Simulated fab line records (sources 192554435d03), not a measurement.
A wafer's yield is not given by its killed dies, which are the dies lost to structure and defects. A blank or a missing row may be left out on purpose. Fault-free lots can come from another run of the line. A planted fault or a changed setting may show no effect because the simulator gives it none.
Chamber matching | flow n5 finfet | 4 sister chambers for N5_BEOL_M11_STRIP_19 on rie diel-03
The step strips in O2. 4 wafers are shown with their chamber, then 8 later ones without.

== WAFERS, EACH WITH ITS CHAMBER ==
wafer  | chamber | drypump motor current A (A)
L081.1 | 0       | 5.9
L081.2 | 2       | 6.0
L081.6 | 3       | 4.8
L086.3 | 1       | 5.3

== WAFERS WITH NO CHAMBER GIVEN ==
wafer  | drypump motor current A (A)
L086.4 | 5.9
L086.6 | 4.8
L096.3 | 6.0
L096.5 | 5.9
L096.6 | 5.4
L097.1 | 4.9
L097.3 | 5.9
L097.4 | 5.9

== WHICH CHAMBER EACH ONE RAN IN ==
wafer  | from the rows above     | in truth
L086.4 | can't be placed: 0 or 2 | 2
L086.6 | 3                       | 3
L096.3 | can't be placed: 2 or 0 | 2
L096.5 | can't be placed: 0 or 2 | 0
L096.6 | 1                       | 1
L097.1 | 3                       | 3
L097.3 | can't be placed: 0 or 2 | 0
L097.4 | can't be placed: 0 or 2 | 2
3 of 8 placed correctly. These rows do not allow placing 5 (true chamber among the candidates in 5). Placed wrongly: 0.
How it was worked out, from the rows above alone: a wafer's distance from a chamber is the root of the sum, over the readings, of the square of ((its reading less the chamber's mean) divided by the reading's scatter). If the next closest chamber is less than 2 further off than the closest, the wafer can't be placed; otherwise it belongs to the closest. For every chamber, the mean is computed from those of its wafers that are shown. The scatter: root of mean squared gap, hidden wafer to nearest shown wafer, with one shown wafer a chamber.
